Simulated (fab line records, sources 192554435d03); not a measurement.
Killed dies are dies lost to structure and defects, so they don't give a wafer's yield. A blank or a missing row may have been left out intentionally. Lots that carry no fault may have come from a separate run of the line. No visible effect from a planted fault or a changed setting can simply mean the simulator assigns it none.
Split-lot trial ; flow n5-finfet ; 39 wafers read across 7 lots, on a route 1938 steps long

ON THE SPLIT
At N5_DUMMY_GATE_DESCUM_20 (chemistry O2, time 6.2 s), the setting time-s was moved away from the recipe's 6.2 s on 15 of the 39 wafers read, by -48.8% to +55.9%. This setting was run at the recipe's value on the other wafers.

FROM SPLIT TO READING: 1 step shown by the file between the two
- N5_DUMMY_GATE_ETCH_29: etches underlayer in N2/H2, target depth 13 nm

THE READING
CAR-EUV_of_DUMMY_GATE_COAT_09.thk-nm (the simulator's own value, which no gauge read), in nm, at N5_DUMMY_GATE_ETCH_36 (etches SiARC in CF4, target depth 13 nm). The file does not state a usual value for it. Across the 24 wafers here that went through the recipe, the average is 11.4 nm and the standard deviation 0.25 nm.

wafer;tool, chamber at the split;time-s as run, s;against the recipe;CAR-EUV_of_DUMMY_GATE_COAT_09.thk-nm, nm;against lot-mates on the recipe
L083.1;rie-diel-01, 3,0,2;6.2;recipe;11;-
L083.2;rie-diel-01, 3,0,2;6.2;recipe;11.6;-
L083.3;rie-diel-01, 1,1,2;6.2;recipe;11.6;-
L083.5;rie-diel-01, 1,1,2;6.2;recipe;11.6;-
L083.4;rie-diel-01, 3,0,2;6.2;recipe;11.4;-
L083.6;rie-diel-01, 1,1,2;6.2;recipe;11.4;-
L084.1;rie-diel-01, 2,1;3.177;-48.8%;13;+1.5
L084.5;rie-diel-01, 0;3.177;-48.8%;13;+1.5
L084.2;rie-diel-01, 3,0,1;6.2;recipe;11;-
L084.3;rie-diel-01, 3,0,1;6.2;recipe;11.8;-
L084.4;rie-diel-01, 2,1;3.177;-48.8%;13.2;+1.7
L084.6;rie-diel-01, 3,0,1;6.2;recipe;11.6;-
L085.1;rie-diel-03, 1,2;6.2;recipe;11.6;-
L085.4;rie-diel-03, 3;6.2;recipe;11.2;-
L085.6;rie-diel-03, 1,2;6.2;recipe;11;-
L086.1;rie-diel-06, 1,2,3;8.401;+35.5%;10.4;-1.1
L086.3;rie-diel-06, 1,2,3;8.401;+35.5%;10.4;-1.1
L086.2;rie-diel-06, 1,2,3;8.401;+35.5%;10;-1.5
L086.4;rie-diel-06, 0;6.2;recipe;11.4;-
L086.5;rie-diel-06, 3;6.2;recipe;11.6;-
L086.6;rie-diel-06, 0;6.2;recipe;11.6;-
L089.1;rie-diel-01, 1,2;6.2;recipe;11.6;-
L089.2;rie-diel-01, 3,2,1;3.674;-40.7%;12.2;+0.9
L089.3;rie-diel-01, 3,2,1;3.674;-40.7%;12.6;+1.3
L089.4;rie-diel-01, 3;6.2;recipe;10.8;-
L089.5;rie-diel-01, 3,2,1;3.674;-40.7%;13;+1.7
L089.6;rie-diel-01, 1,2;6.2;recipe;11.4;-
L091.1;rie-diel-06, 2,2,1;4.56;-26.5%;12;+0.6
L091.5;rie-diel-06, 2,2,1;4.56;-26.5%;12;+0.6
L091.2;rie-diel-06, 1,0,3;6.2;recipe;11.2;-
L091.3;rie-diel-06, 1,0,3;6.2;recipe;11.4;-
L091.4;rie-diel-06, 1,0,3;6.2;recipe;11.6;-
L091.6;rie-diel-06, 2,2,1;4.56;-26.5%;11.8;+0.4
L095.1;rie-diel-01, 0,3,3;9.664;+55.9%;9.6;-2.0
L095.2;rie-diel-01, 1;6.2;recipe;11.6;-
L095.4;rie-diel-01, 2;6.2;recipe;11.6;-
L095.5;rie-diel-01, 2;6.2;recipe;11.6;-
L095.3;rie-diel-01, 0,3,3;9.664;+55.9%;9.2;-2.4
L095.6;rie-diel-01, 0,3,3;9.664;+55.9%;9.2;-2.4
If several chambers appear in one row, that row covers several wafers at once and the file leaves open which wafer was in which chamber.

THE FIT
A straight line over all 39 wafers: CAR-EUV_of_DUMMY_GATE_COAT_09.thk-nm changes by -0.033 nm for each +1% of time-s; r = -0.96; the points scatter about the line by 0.27 nm.
The same after taking each lot's own level away (the mean of its wafers on the recipe; 39 wafers): -0.0351 nm for each +1%; r = -0.97; scatter 0.26 nm.
On that fit, the largest move of time-s shifts the reading by 2 nm.
The lots' own levels span 11.27 to 11.60 nm, that is 1.3 times the standard deviation above.
The two slopes agree, so the slope changes little with the lot-to-lot level.
Check: -2.04 nm against its lot-mates is what the line predicts for one of the wafers moved furthest among these (+55.9%) when that wafer is left out of the fit. It came out at -2 nm against them.

THE WHOLE CHAIN: every reading that the file lists as answering this split, in the file's order
step;what it does;reading;change (the file's fit);r (the file's)
N5_DUMMY_GATE_DESCUM_20;chemistry O2, time 6.2 s;CAR-EUV_of_DUMMY_GATE_COAT_09.thk-nm (the simulator's own value, which no gauge read);-0.0312 nm for each +1% of the setting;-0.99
N5_DUMMY_GATE_ETCH_29;etches underlayer in N2/H2, target depth 13 nm;CAR-EUV_of_DUMMY_GATE_COAT_09.thk-nm (the simulator's own value, which no gauge read);-0.0327 nm for each +1% of the setting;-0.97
N5_DUMMY_GATE_ETCH_36;etches SiARC in CF4, target depth 13 nm;CAR-EUV_of_DUMMY_GATE_COAT_09.thk-nm (the simulator's own value, which no gauge read);-0.0349 nm for each +1% of the setting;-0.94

FILE'S OWN FIT
CAR-EUV_of_DUMMY_GATE_COAT_09.thk-nm changes by -0.0349 nm for each +1% of time-s, r = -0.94.
